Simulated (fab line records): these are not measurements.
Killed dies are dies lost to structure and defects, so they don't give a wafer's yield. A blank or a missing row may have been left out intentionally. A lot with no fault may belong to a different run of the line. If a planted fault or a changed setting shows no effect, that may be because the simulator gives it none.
Problem report in the 8D (eight disciplines) form, filled by code :: flow nand_harc :: the parts of the form that need people (team, actions taken, sign-off) are left out

## 1. THE PROBLEM
At NHARC_A_STAIRCASE_ETCH_194, rf_fwd_power_W averages 499.9 W over 2 wafers from 2 lots, while fault-free wafers read 590.8 W, standard deviation 3. Measured from the usual mean, that is -30 standard deviations.
The step: etches the open film in C4F8/O2, target depth 100 nm, time 40.5 s.
The first sign was on wafer L595.4 at day 20 14:01, on rie_diel-01. Wafers with a number at this step in the record: 36, from 12 lots. Rule for "out" (also "out of limits"): further than 4 standard deviations from the usual mean. The other wafers with a number count as sound.

## 2. WHAT IT IS, WHAT IT ISN'T
question: which readings at this step
is: rf_fwd_power_W, oes_product_au
is not: rf_vpp_V

question: which lots
is: L595, L596
is not: L584, L586, L588, L590, L602, L603, L604, L605, L606, L607

question: which wafers of those lots
is: L595.4, L596.1
is not: L595.3, L595.5, L596.5, L596.6

question: read on which tools
is: rie_diel-01
is not: rie_diel-08, rie_diel-11

question: when
is: from day 20 14:01
is not: up to then (14 sound wafers); but 20 sound wafers of L596, L602, L603, L604, L605, L606, L607 came after

## 3. THE SUSPECTS, EACH WITH WHAT RULES IT OUT
Counting: any tool at a process step up to the reading remains a suspect provided it ran every lot that is out. Sound lots after the first of them don't rule it out here, since some wafers of a struck lot are sound.
- rie_diel-01 at NHARC_A_STAIRCASE_ETCH_194 (etches the open film in C4F8/O2, target depth 100 nm, time 40.5 s): kept. Ran every lot that is out, first one L595 (day 20 14:01); last sound lot up to then L584 (day 16 15:48). Its own readings are out on those wafers: oes_product_au, rf_fwd_power_W.
- At NHARC_A_STAIRCASE_ETCH_194, inside rie_diel-01: chamber 3 took the wafers that are out, while their sound lot-mates went through chambers 0, 1, 2.
After counting, what remains is rie_diel-01 at NHARC_A_STAIRCASE_ETCH_194.

## 4. THE CAUSE (what the simulator had put in)
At NHARC_A_STAIRCASE_ETCH_194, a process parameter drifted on rie_diel-01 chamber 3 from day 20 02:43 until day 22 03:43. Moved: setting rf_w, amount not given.
Counting left only this tool.

## 5. THE CHAIN OF EFFECTS, in route order
One row per reading whose mean, taken over the struck wafers that have a number, lies over 3 standard deviations from the usual. Readings are gone through only where the record gives a usual standard deviation; hours: the median, over the lots, of the time from a lot's start at the first step in this table giving one to that lot's start at this step; sigmas: the change measured in usual standard deviations.
hours: 0
step: NHARC_A_STAIRCASE_ETCH_194
reading: oes_product_au
usual: 0.947 a.u.
on struck wafers: 0.853
change: -0.094
sigmas: -8.5

hours: 0
step: NHARC_A_STAIRCASE_ETCH_194
reading: rf_fwd_power_W
usual: 590.8 W
on struck wafers: 499.9
change: -90.9
sigmas: -30
Here are the process steps it includes:
- NHARC_A_STAIRCASE_ETCH_194: etches the open film in C4F8/O2, target depth 100 nm, time 40.5 s.

## 6. HOW IT WOULD HAVE BEEN CAUGHT EARLIER
In this record the first reading out of limits was taken at day 20 14:01, 11 hours after the fault began at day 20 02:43.
